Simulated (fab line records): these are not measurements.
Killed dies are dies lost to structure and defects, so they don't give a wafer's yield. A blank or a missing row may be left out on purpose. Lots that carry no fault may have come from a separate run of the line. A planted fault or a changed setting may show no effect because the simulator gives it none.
Chamber matching + flow n5-finfet + 4 sister chambers for N5_BEOL_M13_DESCUM_33 on rie-diel-03
The step chemistry O2, time 7.9 s. 8 wafers are shown with their chamber, then 9 later ones without.

EACH WAFER AND ITS CHAMBER
| wafer  | chamber | showerhead-plenum-p-Torr (Torr) | drypump-motor-current-A (A) |
|--------|---------|---------------------------------|-----------------------------|
| L075.6 | 2       | 1.98                            | 5.2                         |
| L079.4 | 1       | 2.19                            | 6.0                         |
| L080.6 | 2       | 1.98                            | 5.2                         |
| L086.1 | 1       | 2.18                            | 6.0                         |
| L086.2 | 0       | 2.21                            | 5.3                         |
| L084.1 | 3       | 2.13                            | 5.9                         |
| L084.5 | 3       | 2.14                            | 5.9                         |
| L084.6 | 0       | 2.21                            | 5.2                         |

WAFERS WITH NO CHAMBER GIVEN
| wafer  | showerhead-plenum-p-Torr (Torr) | drypump-motor-current-A (A) |
|--------|---------------------------------|-----------------------------|
| L089.3 | 1.97                            | 5.2                         |
| L089.4 | 2.18                            | 6.0                         |
| L089.5 | 2.21                            | 5.2                         |
| L094.4 | 2.13                            | 5.9                         |
| L094.5 | 2.13                            | 5.9                         |
| L094.6 | 1.97                            | 5.2                         |
| L096.1 | 1.97                            | 5.3                         |
| L096.2 | 2.21                            | 5.3                         |
| L096.4 | 2.18                            | 6.0                         |

CHAMBER TAKEN BY EACH
| wafer  | from the rows above | in truth |
|--------|---------------------|----------|
| L089.3 | 2                   | 2        |
| L089.4 | 1                   | 1        |
| L089.5 | 0                   | 0        |
| L094.4 | 3                   | 3        |
| L094.5 | 3                   | 3        |
| L094.6 | 2                   | 2        |
| L096.1 | 2                   | 2        |
| L096.2 | 0                   | 0        |
| L096.4 | 1                   | 1        |
9 of 9 placed correctly. From these rows, 0 cannot be placed. Placed wrongly: 0.
How it was worked out, from the rows above alone: a wafer's distance from a chamber is the root of the sum, over the readings, of the square of ((its reading less the chamber's mean) divided by the reading's scatter). If the next closest chamber is less than 2 further off than the closest, the wafer can't be placed; otherwise it belongs to the closest. Each chamber's mean is taken over the wafers shown for it. The scatter: take each reading less its chamber's mean, square it, sum over the shown wafers, divide by the number of wafers less the number of chambers, and take the root.
